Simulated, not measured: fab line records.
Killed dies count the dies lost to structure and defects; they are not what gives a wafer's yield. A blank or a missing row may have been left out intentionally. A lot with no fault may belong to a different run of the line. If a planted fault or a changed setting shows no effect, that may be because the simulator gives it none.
What tool caused it? -- flow n5-finfet -- 33 wafers from 11 lots sampled at 3 of the route's 1938 steps

== WHAT THE GAUGES READ, wafer by wafer ==
N5_PASSIVATION_OVL_MEAS_66.
lot,measured,on,PASS_OPEN_OVL (nm)
L508,day 13 03:16,overlay-01,0 3 6
L510,day 13 16:56,overlay-01,8 -6 5
L512,day 14 07:01,overlay-01,10 2 -3
L515,day 14 21:23,overlay-02,4 1 4
L516,day 14 17:02,overlay-01,0 3 9
L517,day 15 03:27,overlay-02,0 0 3
L519,day 15 21:45,overlay-02,-4 -12 1
L527,day 17 09:20,overlay-01,-1 0 0
L528,day 17 14:47,overlay-02,-3 -1 -1
L529,day 17 20:08,overlay-02,4 2 6
L531,day 19 02:30,overlay-02,-2 -5 -5

== WHICH TOOL RAN EACH LOT (tool, then ch and the chambers of the sampled wafers, then the start) ==
lot,N5_ILD0_CMP_03,N5_PASSIVATION_PRE_CLEAN_19
L508,"cmp-01 ch 2,3, day 3 12:22","pvd-sputter-03, day 13 00:32"
L510,"cmp-03 ch 0,3, day 4 01:58","pvd-sputter-03, day 13 14:34"
L512,"cmp-01 ch 0,1,2, day 4 17:43","pvd-sputter-03, day 14 03:54"
L515,"cmp-01 ch 0,2, day 5 19:18","pvd-sputter-01, day 14 18:28"
L516,"cmp-04 ch 1,3, day 5 20:51","pvd-sputter-03, day 14 14:32"
L517,"cmp-03 ch 0,2,3, day 5 23:39","pvd-sputter-03, day 15 00:40"
L519,"cmp-01 ch 0,1,2, day 6 15:14","pvd-sputter-02, day 15 19:02"
L527,"cmp-04 ch 0,1,2, day 8 08:41","pvd-sputter-02, day 17 06:34"
L528,"cmp-03 ch 1,2, day 8 14:31","pvd-sputter-03, day 17 11:49"
L529,"cmp-03 ch 2,3, day 8 20:07","pvd-sputter-03, day 17 17:19"
L531,"cmp-01 ch 0,2,3, day 9 10:56","pvd-sputter-01, day 19 00:00"
- N5_ILD0_CMP_03: polishes, stops on SiNx, t overpolish 1.9 s, target thk 197.38 nm.
- N5_PASSIVATION_PRE_CLEAN_19

== THE ANSWER, worked out from the rows above alone ==
Rule: what is usual is taken from the lots themselves. Put in order of their means at a reading, lots are off if they are a third of the lots or fewer, leave a main group of 4 or more, and stand apart from it by a gap of 3 or more times the standard deviation of the main group's means; of several such gaps the widest counts. A main group whose means are all the same, to the digits that the tables above print for the reading, isn't used. A lot without any number at a reading at which 4 lots or more have one is off too. Any other lot the step has rows for is counted as sound.
None of the lots is off at any reading shown; this tells nothing.

== WHAT THE SIMULATOR HAD INSERTED ==
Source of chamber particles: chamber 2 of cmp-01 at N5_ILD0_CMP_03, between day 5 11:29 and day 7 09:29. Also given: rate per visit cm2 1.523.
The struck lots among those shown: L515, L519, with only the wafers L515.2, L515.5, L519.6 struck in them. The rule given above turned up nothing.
